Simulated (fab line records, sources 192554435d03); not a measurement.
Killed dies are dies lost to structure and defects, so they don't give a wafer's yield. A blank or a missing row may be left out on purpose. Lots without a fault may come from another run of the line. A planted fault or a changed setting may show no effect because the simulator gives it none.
One fault seen from 3 desks | flow n5_finfet | each desk has only its own numbers; what lay behind them comes last

THE TOOL OWNER'S DESK: pecvd-01
The tool's own readings at N5_BEOL_M7_ILD_DEP_00 (deposits SiCOH lowk from DEMS/porogen, target thk 179.75 nm, time 33.4 s): means of the sampled wafers that have a number, for each lot that ran on this tool. A lot is out of limits, marked OUT, if its mean lies more than 4 standard deviations from the usual mean; the brackets give that distance.
Columns: A = chamber_pressure_Torr at N5_BEOL_M7_ILD_DEP_00, usual 4.998 Torr; B = heater_power_w at N5_BEOL_M7_ILD_DEP_00, usual 327 W; C = showerhead_plenum_p_Torr at N5_BEOL_M7_ILD_DEP_00, usual 5.741 Torr; D = showerhead_vpp_V at N5_BEOL_M7_ILD_DEP_00, usual 1413 V; E = susceptor_temp_C at N5_BEOL_M7_ILD_DEP_00, usual 299.99 C; F = throttle_valve_pct at N5_BEOL_M7_ILD_DEP_00, usual 13.8 %
lot  | first seen here | A     | B   | C     | D    | E                 | F
L372 | day 10 11:44    | 5.003 | 299 | 5.731 | 1431 | 300.16            | 13.7
L379 | day 11 11:39    | 4.997 | 347 | 5.750 | 1424 | 299.22            | 13.7
L383 | day 12 13:26    | 4.994 | 319 | 5.738 | 1432 | 299.14 (-4.3) OUT | 13.5
This desk's finding: out of limits on L383; first on L383, day 12 13:26 (susceptor_temp_C at N5_BEOL_M7_ILD_DEP_00). In limits: L372, L379.

THE METROLOGY DESK
What the gauges read, lot by lot, whatever tool the lot ran on: means of the sampled wafers that have a number. A lot is out of limits, marked OUT, if its mean lies more than 4 standard deviations from the usual mean; the brackets give that distance.
Columns: A = M6_THK at N5_BEOL_M6_THK_MEAS_53, usual 80.5 nm; B = M6_RS at N5_BEOL_M6_RS_MEAS_57, usual 0.288 ohm/sq
lot  | first seen here | A    | B
L371 | day 10 02:51    | 80.8 | 0.287
L372 | day 10 11:33    | 77.9 | 0.294
L376 | day 11 03:35    | 80.5 | 0.290
L379 | day 11 11:28    | 80.5 | 0.288
L383 | day 12 13:14    | 81.2 | 0.286
L385 | day 12 17:38    | 80.7 | 0.287
This desk's finding: nothing out of limits on any of the 6 lots.

THE DEFECT DESK
What the inspections along the route counted, lot by lot: means of the sampled wafers that have a number. A lot is out of limits, marked OUT, if its mean lies more than 4 standard deviations from the usual mean; the brackets give that distance.
Columns: A = raw_defect_count at N5_BEOL_M6_INSPECT_58, usual 69
lot  | first seen here | A
L371 | day 10 03:00    | 44
L372 | day 10 11:42    | 62
L376 | day 11 03:44    | 104
L379 | day 11 11:37    | 117
L383 | day 12 13:24    | 56
L385 | day 12 17:48    | 57
This desk's finding: nothing out of limits on any of the 6 lots.

PUT TOGETHER
The tool owner's desk could have raised an alarm at day 12 13:26, on L383.
The metrology desk saw nothing out of limits.
The defect desk saw nothing out of limits.
The metrology desk has L383 on record, within its limits.
The defect desk has L383 on record, within its limits.
Of the lots named, all ran N5_BEOL_M7_ILD_DEP_00 on pecvd-01.

WHAT THE SIMULATOR HAD PUT IN
Process parameter drift: pecvd-01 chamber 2, from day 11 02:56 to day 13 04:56, at N5_BEOL_M7_ILD_DEP_00. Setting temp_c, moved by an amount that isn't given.
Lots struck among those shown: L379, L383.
Hours from the fault's start to each desk's first reading out of limits: the tool owner's desk, 35.
